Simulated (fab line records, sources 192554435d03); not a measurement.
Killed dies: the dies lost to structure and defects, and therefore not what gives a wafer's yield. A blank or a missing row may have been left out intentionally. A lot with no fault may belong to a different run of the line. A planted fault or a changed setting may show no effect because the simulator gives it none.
fab line records	flow n5Finfet
record: lots: 4	wafers: 12	lastDay: 17
route steps=1938 shown HKMG_FIN@397 BEOL_M4@1111 PASSIVATION@1936
lots that met no fault: taken from a fault-free run of the same line
startH: start of the lot's first displayed wafer, in hours after the record's first day	waitH: hours from the lot's prior step to this one	" same as the row above	L1.1+2: a row that stands for several wafers	- either no value or no given start	* or withheld: withheld	< > ~ a bound
route shown NAME@n: NAME is a module with steps in the file, n the number in the route of the first one	usual: average and standard deviation across the fault-free wafers	same: alike in all rows	chamber/n: place in a boat	sites: per-site readings	_std_site: how widely they spread, as a standard deviation	_edge_site: outer sites' mean less inner sites'	radiusMm: how far each site lies from the wafer's centre	mask NAME#n: copy n	behind: the tool/chamber that last shaped the wafer	hold: reason for holding the lot/hours on hold/outcome of the hold	device: names the non-switching transistor (n, p or np)	end of line: tests run on the same wafers once the route is complete	a step with no rows: only its recipe	killed: the dies lost at the first sort to structure and to defects; this is not the yield of the wafer	map: per-die view of a wafer (x killed, . not killed, _ where there is no die)
set.NAME: the setting as run; set.NAME@STEP: as run at that earlier step	model.NAME: the simulator's own value behind a step, which no gauge read
lots at some steps of the route; a table a step, a row a wafer
services: the hour from which a tool's chamber was out of use, counted from the record's first day as startH (under 0 if before that day), plus the number of hours and why
== steps ==
step: N5_HKMG_FIN_DEVELOP_48
recipe: developTimeS: 30	developer: TMAH	resist: CAR-ArF	rinseLiquid: diw	dry: airSpin	devTempC: 23
step: N5_HKMG_FIN_DESCUM_53
recipe: chemistry: O2	timeS: 7.9	sourcePowerW: 50	biasPowerW: 20	pressureMtorr: 20	rfFrequencyHz: 2.712e+07	tempC: 40	resist: CAR-ArF	o2FlowSccm: 225
step: N5_HKMG_FIN_ETCH_54
recipe: chemistry: CF4	target: SiARC	targetDepthA: 455	maskMaterial: CAR-ArF	timeS: 75.8	ionEnergyEv: 80	pressureMtorr: 40	sourceW: 545	biasW: 36	Ar_flow_sccm: 100	cf4FlowSccm: 100	ends: cleared
step: N5_HKMG_FIN_ETCH_55
recipe: chemistry: N2/H2	target: SOC	targetDepthA: 2400	tempC: 40	timeS: 300	ionEnergyEv: 200	maskMaterial: SiARC	pressureMtorr: 30	sourceW: 840	biasW: 150	n2FlowSccm: 200	h2FlowSccm: 200
step: N5_HKMG_FIN_STRIP_56
recipe: chemistry: N2/H2	tempC: 40	n2FlowSccm: 200	h2FlowSccm: 200	rfFrequencyHz: 6e+07
step: N5_HKMG_FIN_STRIP_57
recipe: chemistry: CF4	resist: SiARC	powerW: 300	biasPowerW: 75	pressureMtorr: 50	cf4FlowSccm: 150	rfFrequencyHz: 6e+07
step: N5_HKMG_FIN_ETCH_58
recipe: chemistry: N2/H2	target: SOC	targetDepthA: 2158	ionEnergyEv: 50	biasW: 13	timeS: 741	pressureMtorr: 30	sourceW: 875	n2FlowSccm: 200	h2FlowSccm: 200
step: N5_HKMG_FIN_STRIP_93
recipe: chemistry: N2/H2	material: SOC	timeS: 20	powerW: 500	tempC: 40	pressureMtorr: 50	rfFrequencyHz: 6e+07	biasPowerW: 8	h2Frac: 0.5	n2FlowSccm: 300	h2FlowSccm: 300
step: N5_HKMG_FIN_WET_ETCH_76
recipe: chemistry: dNH4OH	mix: 1:50	tempC: 25	target: Al2O3	stopOn: La2O3	targetDepthNm: 2.25	dry: ipaMarangoni	rinseTimeS: 30	rinseTempC: 23
step: N5_HKMG_FIN_STRIP_60
recipe: chemistry: N2/H2	powerW: 2500	tempC: 300	h2Frac: 0.65	timeS: 360	pressureMtorr: withheld	n2FlowSccm: 1750	h2FlowSccm: 3250
usual: drypumpMotorCurrentA: 5.88/0.14	h2FlowSccm: 3252/9.1	heaterPowerW: 479/33
lot.wafer	tool	chamber	startH	waitH	drypumpMotorCurrentA	h2FlowSccm	heaterPowerW	rfHoursCounterH
L985.2	plasmaAsher-02	0	108.30	0.0	5.66	3246	487	39
L985.4	"	0	"	"	5.64	3257	476	-
L985.6	"	1	"	"	5.91	3246	433	-
L988.1	plasmaAsher-01	1	126.57	0.0	5.98	3252	518	103
L988.2	"	0	"	"	5.98	3258	462	103
L988.4	"	0	"	"	5.98	3264	461	-
L999.2	plasmaAsher-02	1	197.60	0.0	5.89	3233	456	54
L999.3	"	0	"	"	5.66	3251	475	-
L999.6	"	0	"	"	5.62	3246	475	-
L100.1	plasmaAsher-02	0	199.40	0.0	5.66	3259	482	55
L100.3	"	1	"	"	5.89	3251	446	-
L100.5	"	1	"	"	5.89	3247	446	-
step: N5_HKMG_FIN_WET_ETCH_77
recipe: chemistry: dHCl	mix: 1:10000	tempC: 25	target: La2O3	stopOn: HfO2	targetDepthNm: 2
step: N5_HKMG_FIN_WET_ETCH_78
recipe: chemistry: dNH4OH	mix: 1:50	tempC: 25	target: Al2O3	stopOn: La2O3	targetDepthNm: 4.5	dry: ipaMarangoni	rinseTimeS: 30	rinseTempC: 23
step: N5_HKMG_FIN_ALD_79
recipe: material: TiN	targetThkA: 15	tempC: 400	aldPrecursorFamily: TiCl4	aldCoReactant: NH3	pulseTimeS: 1	purgeTimeS: 3	coReactantPurgeTimeS: 2	coReactantPulseTimeS: 2	aldCycles: 68	pressureTorr: 3
step: N5_HKMG_FIN_CVD_62
recipe: material: a-Si	targetThkA: 30	tempC: 500	precursor: Si2H6	pressureTorr: 1	timeS: 20.8
step: N5_HKMG_FIN_RTA_80
recipe: tempC: withheld	timeS: 2	ambient: N2	idleTempC: 600	rampUpCPerS: 150	rampDownCPerS: 60	coolToC: 600
step: N5_HKMG_FIN_PRECLEAN_64
recipe: chemistry: dHF	timeS: 30	tempC: 25	dilution: withheld
step: N5_HKMG_FIN_WET_ETCH_65
recipe: chemistry: TMAH	tempC: 70	concWtPct: 5	target: a-Si	stopOn: TiN	timeS: 49	targetDepthNm: 3
step: N5_HKMG_FIN_WET_ETCH_81
recipe: chemistry: SC1	target: TiN	stopOn: HfO2	mix: 1:1:5	tempC: 60	timeS: 57	targetDepthNm: 6
step: N5_HKMG_FIN_WET_ETCH_82
recipe: chemistry: dHCl	mix: 1:10000	tempC: 25	target: La2O3	stopOn: HfO2	targetDepthNm: 2	dry: ipaMarangoni	rinseTimeS: 30	rinseTempC: 23
step: N5_HKMG_FIN_ALD_36
recipe: material: TiN	targetThkA: 10	tempC: 400	aldPrecursorFamily: TiCl4	aldCoReactant: NH3	pulseTimeS: 1	purgeTimeS: 3	coReactantPurgeTimeS: 2	coReactantPulseTimeS: 2	aldCycles: 47	pressureTorr: 3
step: N5_HKMG_FIN_PWFM_ALD_03
recipe: material: TiN	targetThkA: 20	tempC: 400	aldPrecursorFamily: TiCl4	aldCoReactant: NH3	pulseTimeS: 1	purgeTimeS: 3	coReactantPurgeTimeS: 2	coReactantPulseTimeS: 2	aldCycles: 91	pressureTorr: 3
step: N5_HKMG_FIN_COAT_29
recipe: resist: SOC	tempC: 250	timeS: 60	spinRpm: 1500	resistThkNm: 300
step: N5_HKMG_FIN_COAT_30
recipe: resist: SiARC	tempC: 220	timeS: 60	spinRpm: 1500	resistThkNm: 35
step: N5_HKMG_FIN_COAT_06
recipe: resist: CAR-ArF	spinRpm: 1500	resistThkNm: 90
step: N5_HKMG_FIN_EBR_08
recipe: solvent: PGMEA	ebrWidthMm: 1.5
step: N5_HKMG_FIN_SOFTBAKE_07
recipe: tempC: 110	timeS: 60	resist: CAR-ArF
step: N5_HKMG_FIN_EXPOSE_09
recipe: maskId: NWFM	na: 1.35	sourceShape: conventional	sigmaOuter: 0.8	polarization: unpolarized	doseMj: 39.25
step: N5_HKMG_FIN_PEB_10
recipe: pebTempC: withheld	pebTimeS: 60	resist: CAR-ArF
step: N5_HKMG_FIN_DEVELOP_11
recipe: developTimeS: 30	developer: TMAH	resist: CAR-ArF	devTempC: 23	rinseLiquid: diw	dry: airSpin
step: N5_HKMG_FIN_INSPECT_14
recipe: mode: adi	inspectInstrument: macro
usual: rawDefectCount: 2.0/1.3
lot.wafer	tool	chamber	startH	waitH	rawDefectCount
L985.2	defectInspect-01	-	110.93	0.0	4
L985.4	"	-	"	"	3
L985.6	"	-	"	"	2
L988.1	defectInspect-02	-	129.07	0.0	3
L988.2	"	-	"	"	1
L988.4	"	-	"	"	3
L999.2	defectInspect-02	-	200.06	0.0	>300
L999.3	"	-	"	"	>300
L999.6	"	-	"	"	>300
L100.1	defectInspect-02	-	201.76	0.0	>300
L100.3	"	-	"	"	>300
L100.5	"	-	"	"	>300
step: N5_HKMG_FIN_DESCUM_17
recipe: chemistry: O2	timeS: 7.9	sourcePowerW: 50	biasPowerW: 20	pressureMtorr: 20	rfFrequencyHz: 2.712e+07	tempC: 40	resist: CAR-ArF	o2FlowSccm: 225
step: N5_BEOL_M4_RC_MEAS_101
usual: DIBL_N: 36.4/1.2	DIBL_P: 36.1/1.6	IOFF_N: 0.156/0.024	IOFF_P: 0.21/0.031	ION_N: 674/11	ION_P: 463/6.9	SS_N: 71.5/0.5	SS_P: 73.2/0.55	VT_N: 250.0/2.9	VT_P: -250/3.6
lot.wafer	tool	chamber	startH	waitH	DIBL_N[mV/V]	DIBL_P[mV/V]	IOFF_N[nA/um]	IOFF_P[nA/um]	ION_N[uA/um]	ION_P[uA/um]	SS_N[mV/dec]	SS_P[mV/dec]	VT_N[mV]	VT_P[mV]
L985.2	prober-01	0	192.11	0.2	36.2	34.4	0.161	0.24	667	470	72.6	73.3	249.5	-246
L985.4	"	0	"	"	35.2	32.9	0.143	0.23	665	463	70.9	73.5	252.3	-247
L985.6	"	0	"	"	36.8	34.7	0.175	0.25	685	469	70.6	74.1	245.7	-244
L988.1	prober-02	0	222.04	0.0	37.5	36.4	0.172	0.22	685	467	71.2	73.5	246.1	-250
L988.2	"	0	"	"	37.3	35.5	0.169	0.21	681	462	71.3	73.1	249.6	-248
L988.4	"	0	"	"	36.9	35.9	0.167	0.21	681	466	71.2	73.2	246.6	-248
L999.2	prober-02	0	284.45	0.2	37.4	38.8	0.187	0.26	689	474	71.5	73.7	247.1	-247
L999.3	"	0	"	"	35.6	36.8	0.164	0.22	685	473	70.4	73.7	246.6	-245
L999.6	"	0	"	"	34.8	35.7	0.144	0.20	681	471	70.6	73.1	250.7	-247
L100.1	prober-02	0	300.83	0.0	36.3	35.0	0.132	0.18	678	460	70.2	72.7	252.7	-253
L100.3	"	0	"	"	35.9	34.9	0.130	0.17	667	454	71.5	72.4	253.0	-257
L100.5	"	0	"	"	36.5	35.0	0.133	0.18	671	462	71.3	73.5	252.2	-254
step: N5_PASSIVATION_PROBE_49
usual: defectLimitedYield: 91.4/1.5	killed_at_M0_to_M3: 31/11	killed_at_M4_up: 13/5.5	killedAtContacts: 13/6.3	killedAtFrontEnd: 40/13	killedAtOther: 3.3/2.6	killedDies: 101/18	killedOpen: 67/13	killedShort: 33/7.9	sort_bin_5_function: 5.1/1	sort_bin_6_memory: 3.2/0.68	sortNPass: 1079/18	sortYieldPct: 91.4/1.5
same: grossDies: 1180	killedAtBackSide: 0	sort_bin_4_leakage[%]: 0	sort_bin_8_speed[%]: 0
lot.wafer	tool	chamber	startH	waitH	defectLimitedYield[%]	killed_at_M0_to_M3	killed_at_M4_up	killedAtContacts	killedAtFrontEnd	killedAtOther	killedDies	killedOpen	killedShort	sort_bin_5_function[%]	sort_bin_6_memory[%]	sortNPass	sortYieldPct[%]
L999.2	prober-01	-	387.92	0.1	80.3	21	4	11	191	5	232	59	14	11.9	3.2	948	80.3
L999.3	prober-01	-	387.97	0.1	79.4	17	12	3	210	1	243	63	27	12.6	4.2	937	79.4
L999.6	prober-01	-	388.12	0.3	80.3	8	14	3	202	6	233	51	22	11.4	3.2	947	80.3
L100.1	prober-02	-	406.13	0.2	78.2	41	16	5	194	1	257	65	33	12.3	4.6	923	78.2
L100.3	prober-02	-	406.23	0.3	80.5	27	17	4	181	1	230	60	11	12.6	3.3	950	80.5
L100.5	prober-02	-	406.33	0.4	78.9	42	13	2	191	1	249	57	31	12.0	4.2	931	78.9
killed by level:class
L999.2 HKMG_FIN:unspecified=159 STI_FIN_REVEAL:geometricParticle:open=12 MOL_CONTACT_COAG:geometricParticle:open=11 BEOL_M2:geometricParticle:open=8 DUMMY_GATE:geometricParticle:open=6 BEOL_M2:geometricParticle:short=5 GATE_CUT:geometricParticle:short=4 BEOL_M1:geometricParticle:open=3
L999.3 HKMG_FIN:unspecified=153 STI_FIN_REVEAL:geometricParticle:open=18 FIN_SAQP:geometricParticle:open=8 STI_FIN_REVEAL:geometricParticle:short=6 DUMMY_GATE:geometricParticle:open=6 BEOL_M4:geometricParticle:open=6 FIN_SAQP:geometricParticle:short=5 BEOL_M1:geometricParticle:open=4
L999.6 HKMG_FIN:unspecified=160 STI_FIN_REVEAL:geometricParticle:open=16 BEOL_M4:geometricParticle:open=9 FIN_SAQP:geometricParticle:open=7 FIN_SAQP:geometricParticle:short=6 STI_FIN_REVEAL:geometricParticle:short=4 BEOL_M1:geometricParticle:open=4 GATE_CUT:geometricParticle:short=3
L100.1 HKMG_FIN:unspecified=159 BEOL_M0_SAQP:geometricParticle:open=11 ILD0:geometricParticle:open=8 BEOL_M2:geometricParticle:open=8 BEOL_M1:geometricParticle:short=7 BEOL_M0_SAQP:geometricParticle:short=6 MOL_CONTACT_COAG:geometricParticle:open=5 BEOL_M5:geometricParticle:open=5
L100.3 HKMG_FIN:unspecified=157 BEOL_M2:geometricParticle:open=10 BEOL_M0:geometricParticle:open=5 BEOL_M1:geometricParticle:open=5 DUMMY_GATE:geometricParticle:open=4 BEOL_M7:geometricParticle:open=4 BEOL_M5:geometricParticle:open=4 STI_FIN_REVEAL:geometricParticle:open=3
L100.5 HKMG_FIN:unspecified=161 BEOL_M3:geometricParticle:open=13 BEOL_M1:geometricParticle:open=9 BEOL_M2:geometricParticle:open=8 GATE_CUT:geometricParticle:short=7 GATE_CUT:geometricParticle:open=6 BEOL_M4:geometricParticle:open=5 DUMMY_GATE:geometricParticle:open=4
map L999.3 (x killed, . not)
_________________...x........________________
______________..............x..._____________
___________.x..............x.......__________
__________........................x._________
________..........................x..._______
_______...................x............______
______.......x...x.........x.x.........._____
_____...............x..xx.......x........____
____.............xx...x.xx............x...___
___..........x...xx.xxxxxxxx.x.............__
___..x.............xxxxxxxxxxx.x...........__
__................xxxxxxxxxxxxx....x....x..._
__....x..........x.xxxxxxxxxxxxx............_
_...x.x.x........xxxxxxxxxxxxxxxxxxx.........
_..........x....xxxxxxxxxxxxxxxx.............
_...x...x.x......xxxxxxxxxxxxxxxx......x.....
_..x.x...x.......xxxxxxxxxxxxxx..............
_...............xxxxxxxxxxxxxxx..............
_..........x.....x.xxxxxxxxxxxx..............
_x.......x.x...x..x.xxxxxx.xx...........x....
_..................xxxx...xx....x.......x....
__x................xx......................._
__......xx..x..x...x......x............x...._
___.....x....xx...x...........x............__
___.x.......x......................x.......__
____...xx........x........................___
_____...........xx.x..x..................____
______...........x.x............x......._____
_______.x...............x..x..x.x......______
________........x.............x......._______
__________...x......................_________
___________..........x...x...x.....__________
______________...........x......_____________
_________________............________________
map L100.1 (x killed, . not)
_________________............________________
______________..x..............._____________
___________........x...............__________
__________.x....x............x..x..._________
________...x.xx.....................xx_______
_______x.x...x.....x...................______
______....x.............xx.....x.....x.._____
_____.x..........x.....x.....x...x...x...____
____...............x...x...x........x..x..___
___..x..........x.x..xxxxxx.x......x....x..__
___..............xxxxxxxxxxxxx..x..x.......__
__.....x.x.....xxx.xxxxxxxxxxxxxx..x.x......_
__..........x...x.xxxxxxxxxxxxx.........x..._
_........x.....x.xxxxxxxxxxxxxxxx......x...x.
_x..............xxxxxxxxxxxxxxxxx..x........x
_..............xxxxxxxxxxxxxxxxxx..x.........
_..x.............xxxxxxxxxxxxxx.......x......
_..........x....xxx.xxxxxxxxxxx...x..........
_..........x.....xxxxxxxxxxxxx.xx.......xx.x.
_..........x.x....x..xxxxxxxx.x.....x....x.x.
_.x.................xxx...xx.......x..x......
__.xx....x.......................x.........x_
__.........xx...x..xx.......x....x...x......_
___x..................x....x...............__
___..............x...x.....................__
____..........................x...........___
_____......x.........x................x..____
______......x........................x.._____
_______....................x...........______
________.............................._______
__________....x.x..x................_________
___________....................x...__________
______________.................._____________
_________________............________________
== services ==
tool	chamber	startH	hours	kind
plasmaAsher-01	-	132.90	0.6	repair
plasmaAsher-02	-	139.38	4.3	pm
plasmaAsher-02	-	189.71	1.6	repair
== key ==
firstSign: step: N5_HKMG_FIN_INSPECT_14	reading: rawDefectCount	direction: up	sigmas: 99+	usual: 2.0	struck: >300
effect: step: N5_PASSIVATION_PROBE_49	reading: killedAtFrontEnd	direction: up	sigmas: 12	usual: 40	struck: 195
moreKillsBornAt: N5_HKMG_FIN_STRIP_60@plasmaAsher-02: 949
metAt N5_HKMG_FIN_STRIP_60
struckWafers L999.2,L999.3,L999.6,L100.1,L100.3,L100.5
onsetBetween 108.30 197.60
alsoFits time
fault: kind: chamberParticleSource	tool: plasmaAsher-02	chamber: -	onsetH: 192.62	steps: N5_HKMG_FIN_STRIP_60	ratePerVisitCm2: 2.1118	endH: 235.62
